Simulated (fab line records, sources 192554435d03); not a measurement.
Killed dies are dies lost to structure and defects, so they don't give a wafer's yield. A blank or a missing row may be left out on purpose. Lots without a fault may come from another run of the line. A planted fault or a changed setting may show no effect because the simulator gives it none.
fab line records | flow n5_finfet | part 1 of 2: steps 1 to 23 of 35
record lots=5 wafers=15 last_day=20
route steps=1938 shown BEOL_M1@751
lots that met no fault: from a run of the same line without faults
start_h: hours from the record's first day to the start of the lot's first wafer shown | wait_h: hours since the lot's step before | " the same as in the row above | L1.1+2: a row that stands for several wafers | - no value, or no start given | * or withheld: withheld | < > ~ a bound
route shown NAME@n: a module of which the file shows steps, and the number in the route of the first | usual: mean/standard deviation of fault-free wafers | same: alike in all rows | chamber/n: place in a boat | sites: the reading at each site | _std_site: their standard deviation | _edge_site: outer sites' mean less inner sites' | radius_mm: how far each site lies from the wafer's centre | mask NAME#n: copy n | behind: the tool/chamber that last shaped the wafer | hold: why the lot was held/for how many hours/how that ended | device: the transistor (n, p or np) that didn't switch | end of line: the same wafers' tests at the end of the route | a step without rows: its recipe alone | killed: dies lost to structure and defects at the first sort, not the wafer's yield | map: a wafer's dies, x killed, . not, _ none there
set.NAME: the setting as run; set.NAME@STEP: as run at that earlier step | model.NAME: the simulator's own value behind a step, which no gauge read
lots at some steps of the route; a table a step, a row a wafer
services: from which hour (start_h, from the record's first day; less than 0 if before it) a tool's chamber was out of use, for how many hours, and why
## steps
# step N5_BEOL_M1_ILD_DEP_00
# recipe material=SiOC target_thk_a=790 temp_c=350 precursor=DEMS/O2 pressure_torr=5 rf_w=500 time_s=15.3
# usual heater_power_w=479/74 showerhead_plenum_p_Torr=5.692/0.011 throttle_valve_pct=11.8/0.85
# columns lot.wafer tool chamber start_h wait_h heater_power_w showerhead_plenum_p_Torr throttle_valve_pct
L077.1 pecvd-03 2 141.35 0.0 591 5.674 11.3
L077.2 " 1 " " 410 5.699 12.6
L077.4 " 1 " " 393 5.694 12.6
L081.3 pecvd-03 0 172.32 0.0 449 5.689 11.5
L081.4 " 1 " " 492 5.685 12.7
L081.6 " 2 " " 528 5.674 11.2
L089.1 pecvd-04 1 206.80 0.0 502 5.690 13.1
L089.3 " 2 " " 438 5.698 11.0
L089.5 " 1 " " 495 5.702 13.6
L091.3 pecvd-03 1 217.98 0.1 451 5.697 12.6
L091.5 " 1 " " 457 5.696 12.7
L091.6 " 0 " " 491 5.705 11.8
L092.2 pecvd-04 2 232.00 0.0 496 5.684 11.1
L092.3 " 0 " " 616 5.691 11.5
L092.5 " 0 " " 591 5.699 11.6
# step N5_BEOL_M1_THK_MEAS_01
# recipe reads=SiOC_of_BEOL_M1_ILD_DEP_00
# usual M1_ILD_THK=79.1/1.1
# columns lot.wafer tool chamber start_h wait_h M1_ILD_THK[nm]
L077.1 film_metro-02 - 141.41 0.0 77.5
L077.2 " - " " 78.7
L077.4 " - " " 79.2
L081.3 film_metro-01 - 172.39 0.1 79.5
L081.4 " - " " 79.2
L081.6 " - " " 78.5
L089.1 film_metro-02 - 206.87 0.0 78.0
L089.3 " - " " 78.5
L089.5 " - " " 79.8
L091.3 film_metro-02 - 218.04 0.1 78.2
L091.5 " - " " 78.8
L091.6 " - " " 78.5
L092.2 film_metro-02 - 232.08 0.1 78.2
L092.3 " - " " 77.7
L092.5 " - " " 78.7
# step N5_BEOL_M1_PECVD_72
# recipe material=SiO2 target_thk_a=160 temp_c=400 precursor=TEOS/O2 pressure_torr=5.5 rf_w=450 teos_flow_sccm=53.8 gas=O2 flow_sccm=3000 time_s=18
# usual heater_power_w=698/100 showerhead_plenum_p_Torr=8.76/0.044 throttle_valve_pct=21.9/1.4
# columns lot.wafer tool chamber start_h wait_h heater_power_w showerhead_plenum_p_Torr throttle_valve_pct
L077.1 pecvd-04 1 141.45 0.0 754 8.81 24.9
L077.2 " 0 " " 865 8.74 21.7
L077.4 " 2 " " 738 8.79 20.5
L081.3 pecvd-03 1 172.43 0.0 646 8.79 23.6
L081.4 " 0 " " 680 8.80 21.9
L081.6 " 1 " " 647 8.80 23.5
L089.1 pecvd-02 0 206.90 0.0 700 8.72 22.1
L089.3 " 2 " " 533 8.75 20.1
L089.5 " 0 " " 688 8.73 22.2
L091.3 pecvd-02 0 218.10 0.1 714 8.72 22.0
L091.5 " 0 " " 707 8.74 21.8
L091.6 " 2 " " 567 8.73 19.9
L092.2 pecvd-03 2 232.12 0.0 775 8.70 20.1
L092.3 " 0 " " 712 8.81 21.9
L092.5 " 1 " " 679 8.81 23.8
# step N5_BEOL_M1_HM_DEP_02
# recipe material=TiN target_thk_a=200 temp_c=25 chamber_pressure_pa=0.49996
# usual throttle_valve_pct=30.4/0.67
# columns lot.wafer tool chamber start_h wait_h throttle_valve_pct
L077.1 pvd_sputter-01 - 143.02 1.6 30.1
L077.2 " - " " 31.0
L077.4 " - " " 29.8
L081.3 pvd_sputter-03 - 172.98 0.5 30.6
L081.4 " - " " 30.4
L081.6 " - " " 31.9
L089.1 pvd_sputter-02 - 207.21 0.3 30.1
L089.3 " - " " 30.0
L089.5 " - " " 30.1
L091.3 pvd_sputter-03 - 220.58 2.5 30.0
L091.5 " - " " 30.1
L091.6 " - " " 30.7
L092.2 pvd_sputter-02 - 234.48 2.3 29.6
L092.3 " - " " 30.8
L092.5 " - " " 30.3
# step N5_BEOL_M1_COAT_61
# recipe resist=SOC temp_c=250 time_s=60 spin_rpm=1500 resist_thk_nm=60
# columns lot.wafer tool chamber start_h wait_h
L077.1+2+4 litho_track-04 0 143.15 0.1
L081.3+4+6 litho_track-05 0 173.10 0.1
L089.1+3+5 litho_track-01 0 207.34 0.1
L091.3+5+6 litho_track-05 0 220.70 0.1
L092.2+3+5 litho_track-05 0 234.60 0.1
# step N5_BEOL_M1_COAT_62
# recipe resist=SiARC temp_c=220 time_s=60 spin_rpm=1500 resist_thk_nm=12
# columns lot.wafer tool chamber start_h wait_h
L077.1+2+4 litho_track-04 0 - -
L081.3+4+6 litho_track-05 0 - -
L089.1+3+5 litho_track-01 0 - -
L091.3+5+6 litho_track-05 0 - -
L092.2+3+5 litho_track-05 0 - -
# step N5_BEOL_M1_COAT_73
# recipe resist=underlayer temp_c=205 time_s=60 spin_rpm=1500 resist_thk_nm=5
# columns lot.wafer tool chamber start_h wait_h
L077.1+2+4 litho_track-04 0 - -
L081.3+4+6 litho_track-05 0 - -
L089.1+3+5 litho_track-01 0 - -
L091.3+5+6 litho_track-05 0 - -
L092.2+3+5 litho_track-05 0 - -
# step N5_BEOL_M1_COAT_05
# recipe resist=CAR-EUV spin_rpm=1500 resist_thk_nm=30
# columns lot.wafer tool chamber start_h wait_h
L077.1+2+4 litho_track-04 0 - -
L081.3+4+6 litho_track-05 0 - -
L089.1+3+5 litho_track-01 0 - -
L091.3+5+6 litho_track-05 0 - -
L092.2+3+5 litho_track-05 0 - -
# step N5_BEOL_M1_EBR_07
# recipe solvent=PGMEA ebr_width_mm=1.5
# columns lot.wafer tool chamber start_h wait_h
L077.1+2+4 litho_track-04 0 - -
L081.3+4+6 litho_track-05 0 - -
L089.1+3+5 litho_track-01 0 - -
L091.3+5+6 litho_track-05 0 - -
L092.2+3+5 litho_track-05 0 - -
# step N5_BEOL_M1_SOFTBAKE_06
# recipe temp_c=110 time_s=60 resist=CAR-EUV
# columns lot.wafer tool chamber start_h wait_h
L077.1+2+4 litho_track-04 0 - -
L081.3+4+6 litho_track-05 0 - -
L089.1+3+5 litho_track-01 0 - -
L091.3+5+6 litho_track-05 0 - -
L092.2+3+5 litho_track-05 0 - -
# step N5_BEOL_M1_EXPOSE_08
# recipe mask_id=M1 na=0.33 source_shape=dipole sigma_inner=0.369 sigma_outer=0.767 polarization=unpolarized dose_mj=33
# same sigma_inner=0.369
# columns lot.wafer tool chamber start_h wait_h mask
L077.1+2+4 euv_scanner-02 0 143.41 - M1#0
L081.3+4+6 euv_scanner-02 0 173.25 - M1#0
L089.1+3+5 euv_scanner-01 0 207.53 - M1#0
L091.3+5+6 euv_scanner-01 0 220.85 - M1#0
L092.2+3+5 euv_scanner-01 0 234.75 - M1#0
# step N5_BEOL_M1_PEB_09
# recipe peb_temp_c=100 peb_time_s=60 resist=CAR-EUV
# columns lot.wafer tool chamber start_h wait_h
L077.1+2+4 litho_track-04 0 143.47 0.1
L081.3+4+6 litho_track-01 0 173.30 0.0
L089.1+3+5 litho_track-04 0 207.59 0.1
L091.3+5+6 litho_track-01 0 220.90 0.0
L092.2+3+5 litho_track-05 0 234.80 0.0
# step N5_BEOL_M1_DEVELOP_10
# recipe develop_time_s=30 developer=TMAH resist=CAR-EUV rinse_liquid=surfactant_rinse dry=air_spin dev_temp_c=23
# columns lot.wafer tool chamber start_h wait_h
L077.1+2+4 litho_track-04 0 - -
L081.3+4+6 litho_track-01 0 - -
L089.1+3+5 litho_track-04 0 - -
L091.3+5+6 litho_track-01 0 - -
L092.2+3+5 litho_track-05 0 - -
# step N5_BEOL_M1_CD_MEAS_11
# recipe target_cd_nm=17.05 landing_energy_ev=500 detector=se_inlens polarity=opening
# usual cd_nm=16.97/0.24
# columns lot.wafer tool chamber start_h wait_h cd_nm
L077.1 cd_sem-02 0 143.54 - 16.74
L077.2 " 0 " " 16.81
L077.4 " 0 " " 16.52
L081.3 cd_sem-02 0 173.37 - 16.83
L081.4 " 0 " " 17.09
L081.6 " 0 " " 16.68
L089.1 cd_sem-03 0 207.66 - 16.62
L089.3 " 0 " " 16.87
L089.5 " 0 " " 17.21
L091.3 cd_sem-03 0 220.97 - 17.03
L091.5 " 0 " " 16.89
L091.6 " 0 " " 17.01
L092.2 cd_sem-01 0 234.87 - 16.90
L092.3 " 0 " " 17.17
L092.5 " 0 " " 16.69
# step N5_BEOL_M1_OVL_MEAS_12
# recipe points_per_wafer=522
# usual M1_OVL=-0.6/0.85
# same points_per_wafer=522
# columns lot.wafer tool chamber start_h wait_h M1_OVL[nm]
L077.1 overlay-01 0 143.57 0.0 -0.9
L077.2 " 0 " " -0.8
L077.4 " 0 " " -1.3
L081.3 overlay-01 0 173.41 0.0 -0.9
L081.4 " 0 " " -0.4
L081.6 " 0 " " -0.3
L089.1 overlay-01 0 207.69 0.0 -0.3
L089.3 " 0 " " 0.7
L089.5 " 0 " " 1.0
L091.3 overlay-01 0 221.01 0.0 -1.1
L091.5 " 0 " " -0.9
L091.6 " 0 " " -0.9
L092.2 overlay-01 0 234.90 0.0 -0.8
L092.3 " 0 " " 0.0
L092.5 " 0 " " -0.7
# step N5_BEOL_M1_INSPECT_13
# recipe mode=adi inspect_instrument=brightfield
# usual raw_defect_count=408/94
# columns lot.wafer tool chamber start_h wait_h raw_defect_count
L077.1 defect_inspect-02 - 143.63 0.1 361
L077.2 " - " " 428
L077.4 " - " " 343
L081.3 defect_inspect-02 - 173.46 0.0 551
L081.4 " - " " 490
L081.6 " - " " 518
L089.1 defect_inspect-02 - 207.76 0.1 418
L089.3 " - " " 392
L089.5 " - " " 322
L091.3 defect_inspect-01 - 221.06 0.0 351
L091.5 " - " " 501
L091.6 " - " " 363
L092.2 defect_inspect-02 - 234.96 0.0 393
L092.3 " - " " 396
L092.5 " - " " 482
# step N5_BEOL_M1_DESCUM_16
# recipe chemistry=O2 time_s=7 source_power_w=50 bias_power_w=20 pressure_mtorr=20 rf_frequency_hz=2.712e+07 temp_c=40 resist=CAR-EUV o2_flow_sccm=225
# usual chamber_pressure_mTorr=19.999/0.019 drypump_motor_current_A=5.7/0.35 oes_product_au=0.79/0.08 rf_vpp_V=243.4/1.5 showerhead_plenum_p_Torr=2.10/0.083 throttle_valve_pct=20.4/0.34
# columns lot.wafer tool chamber start_h wait_h chamber_pressure_mTorr drypump_motor_current_A oes_product_au rf_hours_counter_h rf_vpp_V showerhead_plenum_p_Torr throttle_valve_pct
L077.1 rie_diel-02 0 143.66 0.0 19.975 5.8 0.67 230 242.5 2.08 20.8
L077.2 " 3 " " 19.985 5.8 0.75 160 245.3 2.20 20.6
L077.4 " 2 " " 19.998 5.6 0.77 128 241.4 1.93 20.5
L081.3 rie_diel-06 3 173.49 0.0 20.019 5.4 0.91 24 241.8 2.02 20.1
L081.4 " 1 " " 20.022 5.5 0.68 218 242.9 2.15 20.6
L081.6 " 0 " " 19.985 6.2 0.82 - 243.2 2.12 20.2
L089.1 rie_diel-03 2 207.80 0.0 19.988 6.3 0.86 61 245.6 2.20 20.2
L089.3 " 3 " " 19.976 5.2 0.89 33 245.9 2.19 20.0
L089.5 " 2 " " 20.012 6.2 0.86 - 244.0 2.20 20.2
L091.3 rie_diel-02 1 221.09 0.0 20.009 5.4 0.78 131 241.5 2.02 20.2
L091.5 " 1 " " 19.999 5.4 0.78 - 242.6 2.02 20.2
L091.6 " 2 " " 19.995 5.7 0.76 - 241.6 1.93 20.5
L092.2 rie_diel-03 0 235.12 0.2 19.984 6.2 0.81 127 243.7 2.12 20.3
L092.3 " 1 " " 20.026 5.8 0.71 230 242.9 2.17 21.1
L092.5 " 0 " " 20.012 6.2 0.81 - 242.7 2.12 20.3
# step N5_BEOL_M1_ETCH_74
# recipe chemistry=N2/H2 target=underlayer target_depth_a=65 mask_material=CAR-EUV time_s=5.2 ion_energy_ev=200 pressure_mtorr=30 source_w=840 bias_w=150 n2_flow_sccm=200 h2_flow_sccm=200 ends=cleared
# usual chamber_pressure_mTorr=30.00/0.039 drypump_motor_current_A=5.7/0.35 etch_rf_on_time_s=5.12/0.17 oes_product_au=0.68/0.068 rf_vpp_V=524/3.2 showerhead_plenum_p_Torr=2.55/0.11 throttle_valve_pct=17.8/0.31
# columns lot.wafer tool chamber start_h wait_h chamber_pressure_mTorr drypump_motor_current_A etch_rf_on_time_s oes_product_au rf_hours_counter_h rf_vpp_V showerhead_plenum_p_Torr throttle_valve_pct
L077.1 rie_diel-02 0 143.70 0.0 30.02 5.8 5.36 0.57 230 524 2.54 18.4
L077.2 " 3 " " 29.98 5.8 5.19 0.64 160 527 2.64 17.8
L077.4 " 2 " " 30.05 5.7 5.05 0.68 128 515 2.32 17.7
L081.3 rie_diel-06 3 173.52 0.0 30.00 5.4 5.18 0.76 24 522 2.47 17.5
L081.4 " 1 " " 30.03 5.5 5.28 0.59 218 527 2.61 17.9
L081.6 " 0 " " 29.97 6.3 5.07 0.70 - 527 2.54 17.4
L089.1 rie_diel-03 2 207.83 0.0 29.99 6.3 5.04 0.74 61 527 2.71 17.8
L089.3 " 3 " " 30.07 5.2 5.08 0.78 33 527 2.71 17.8
L089.5 " 2 " " 30.02 6.3 5.06 0.74 - 527 2.71 17.8
L091.3 rie_diel-02 1 221.12 0.0 30.05 5.4 5.13 0.67 131 520 2.46 17.7
L091.5 " 1 " " 30.09 5.4 5.17 0.66 - 522 2.46 17.7
L091.6 " 2 " " 30.04 5.7 5.02 0.67 - 519 2.32 17.7
L092.2 rie_diel-03 0 235.15 0.0 29.97 6.2 4.53 0.72 127 523 2.55 17.5
L092.3 " 1 " " 30.02 5.8 4.95 0.61 230 528 2.60 18.3
L092.5 " 0 " " 29.95 6.2 4.54 0.72 - 525 2.55 17.5
# step N5_BEOL_M1_ETCH_63
# recipe chemistry=CF4 target=SiARC target_depth_a=156 mask_material=CAR-EUV time_s=26 ion_energy_ev=80 pressure_mtorr=40 source_w=545 bias_w=36 Ar_flow_sccm=100 cf4_flow_sccm=100 ends=cleared
# usual chamber_pressure_mTorr=40.00/0.035 drypump_motor_current_A=5.7/0.35 etch_rf_on_time_s=25.7/0.81 oes_product_au=0.68/0.069 rf_vpp_V=184.0/1.2 showerhead_plenum_p_Torr=2.15/0.074 throttle_valve_pct=15.52/0.23
# columns lot.wafer tool chamber start_h wait_h chamber_pressure_mTorr drypump_motor_current_A etch_rf_on_time_s oes_product_au rf_hours_counter_h rf_vpp_V showerhead_plenum_p_Torr throttle_valve_pct
L077.1 rie_diel-02 0 143.71 0.0 40.02 5.8 26.7 0.58 230 185.1 2.13 15.91
L077.2 " 3 " " 40.01 5.9 25.9 0.64 160 184.7 2.20 15.46
L077.4 " 2 " " 39.95 5.7 25.8 0.66 128 182.0 1.98 15.57
L081.3 rie_diel-06 3 173.54 0.0 40.05 5.4 26.5 0.76 24 183.1 2.10 15.50
L081.4 " 1 " " 39.99 5.5 26.2 0.59 218 184.2 2.18 15.60
L081.6 " 0 " " 40.01 6.2 25.5 0.70 - 182.5 2.15 15.35
L089.1 rie_diel-03 2 207.85 0.0 40.02 6.3 25.3 0.75 61 183.9 2.24 15.32
L089.3 " 3 " " 40.06 5.2 25.5 0.78 33 185.5 2.28 15.49
L089.5 " 2 " " 40.01 6.2 25.4 0.76 - 186.7 2.24 15.33
L091.3 rie_diel-02 1 221.14 0.0 40.03 5.4 25.7 0.66 131 183.2 2.08 15.50
L091.5 " 1 " " 40.03 5.4 25.7 0.67 - 182.9 2.08 15.49
L091.6 " 2 " " 39.97 5.6 25.2 0.67 - 182.3 1.98 15.61
L092.2 rie_diel-03 0 235.17 0.0 40.04 6.2 23.3 0.71 127 182.6 2.14 15.24
L092.3 " 1 " " 40.05 5.7 24.8 0.61 230 185.2 2.18 16.07
L092.5 " 0 " " 40.04 6.2 23.2 0.71 - 185.1 2.14 15.25
# step N5_BEOL_M1_ETCH_64
# recipe chemistry=N2/H2 target=SOC target_depth_a=750 overetch_a=150 mask_material=SiARC temp_c=40 time_s=112.5 ion_energy_ev=200 pressure_mtorr=30 source_w=840 bias_w=150 n2_flow_sccm=200 h2_flow_sccm=200
# usual chamber_pressure_mTorr=29.999/0.029 drypump_motor_current_A=5.7/0.35 oes_product_au=0.62/0.061 rf_vpp_V=524.1/2.8 showerhead_plenum_p_Torr=2.55/0.11 throttle_valve_pct=17.7/0.31
# columns lot.wafer tool chamber start_h wait_h chamber_pressure_mTorr drypump_motor_current_A oes_product_au rf_hours_counter_h rf_vpp_V showerhead_plenum_p_Torr throttle_valve_pct
L077.1 rie_diel-02 0 143.74 0.0 30.044 5.8 0.54 230 523.4 2.54 18.4
L077.2 " 3 " " 30.046 5.9 0.60 160 525.0 2.64 17.8
L077.4 " 2 " " 30.015 5.7 0.62 128 518.7 2.32 17.6
L081.3 rie_diel-06 3 173.57 0.0 30.007 5.4 0.71 24 522.9 2.47 17.4
L081.4 " 1 " " 29.991 5.5 0.55 218 525.7 2.61 17.8
L081.6 " 0 " " 29.988 6.2 0.63 - 524.0 2.54 17.3
L089.1 rie_diel-03 2 207.88 0.0 29.970 6.2 0.68 61 528.7 2.71 17.8
L089.3 " 3 " " 29.981 5.2 0.72 33 528.2 2.72 17.8
L089.5 " 2 " " 30.033 6.2 0.68 - 526.9 2.71 17.8
L091.3 rie_diel-02 1 221.17 0.0 29.987 5.4 0.62 131 520.8 2.46 17.7
L091.5 " 1 " " 29.959 5.4 0.61 - 521.7 2.46 17.7
L091.6 " 2 " " 29.988 5.6 0.61 - 519.4 2.32 17.7
L092.2 rie_diel-03 0 235.20 0.0 29.971 6.1 0.62 127 524.4 2.55 17.4
L092.3 " 1 " " 29.989 5.8 0.54 230 526.3 2.60 18.3
L092.5 " 0 " " 29.983 6.1 0.62 - 524.3 2.55 17.4
# step N5_BEOL_M1_STRIP_65
# recipe chemistry=N2/H2 temp_c=40 n2_flow_sccm=200 h2_flow_sccm=200 rf_frequency_hz=6e+07
# columns lot.wafer tool chamber start_h wait_h
L077.1+2+4 rie_diel-02 0,3,2 143.85 0.1
L081.3+4+6 rie_diel-06 3,1,0 173.68 0.1
L089.1+3+5 rie_diel-03 2,3,2 207.98 0.1
L091.3+5+6 rie_diel-02 1,1,2 221.28 0.1
L092.2+3+5 rie_diel-03 0,1,0 235.31 0.1
# step N5_BEOL_M1_STRIP_75
# recipe chemistry=N2/H2 temp_c=40 n2_flow_sccm=200 h2_flow_sccm=200 rf_frequency_hz=6e+07
# columns lot.wafer tool chamber start_h wait_h
L077.1+2+4 rie_diel-02 0,3,2 143.86 0.0
L081.3+4+6 rie_diel-06 3,1,0 173.69 0.0
L089.1+3+5 rie_diel-03 2,3,2 207.99 0.0
L091.3+5+6 rie_diel-02 1,1,2 221.29 0.0
L092.2+3+5 rie_diel-03 0,1,0 235.32 0.0
# step N5_BEOL_M1_STRIP_66
# recipe chemistry=CF4 resist=SiARC power_w=300 bias_power_w=75 pressure_mtorr=50 cf4_flow_sccm=150 rf_frequency_hz=6e+07
# usual chamber_pressure_mTorr=50.00/0.048 drypump_motor_current_A=5.7/0.35 oes_product_au=0.78/0.076 rf_vpp_V=271.4/1.8 showerhead_plenum_p_Torr=1.79/0.064 throttle_valve_pct=13.49/0.23
# columns lot.wafer tool chamber start_h wait_h chamber_pressure_mTorr drypump_motor_current_A oes_product_au rf_hours_counter_h rf_vpp_V showerhead_plenum_p_Torr throttle_valve_pct
L077.1 rie_diel-02 0 143.87 0.0 50.04 5.8 0.66 230 269.7 1.77 13.85
L077.2 " 3 " " 50.01 5.9 0.74 160 272.4 1.84 13.47
L077.4 " 2 " " 50.07 5.7 0.77 128 267.8 1.65 13.51
L081.3 rie_diel-06 3 173.70 0.0 50.01 5.4 0.90 24 270.4 1.76 13.45
L081.4 " 1 " " 50.03 5.5 0.69 218 272.0 1.81 13.62
L081.6 " 0 " " 50.00 6.2 0.80 - 271.8 1.81 13.34
L089.1 rie_diel-03 2 208.00 0.0 50.04 6.2 0.85 61 272.6 1.88 13.33
L089.3 " 3 " " 49.98 5.2 0.89 33 273.8 1.90 13.38
L089.5 " 2 " " 50.07 6.2 0.86 - 273.2 1.88 13.32
L091.3 rie_diel-02 1 221.30 0.0 50.02 5.4 0.77 131 269.3 1.75 13.48
L091.5 " 1 " " 50.12 5.4 0.77 - 270.9 1.75 13.46
L091.6 " 2 " " 50.04 5.7 0.76 - 267.5 1.65 13.54
L092.2 rie_diel-03 0 235.33 0.0 50.07 6.2 0.78 127 272.4 1.80 13.27
L092.3 " 1 " " 49.99 5.8 0.69 230 269.9 1.83 14.05
L092.5 " 0 " " 49.98 6.1 0.78 - 272.8 1.80 13.27
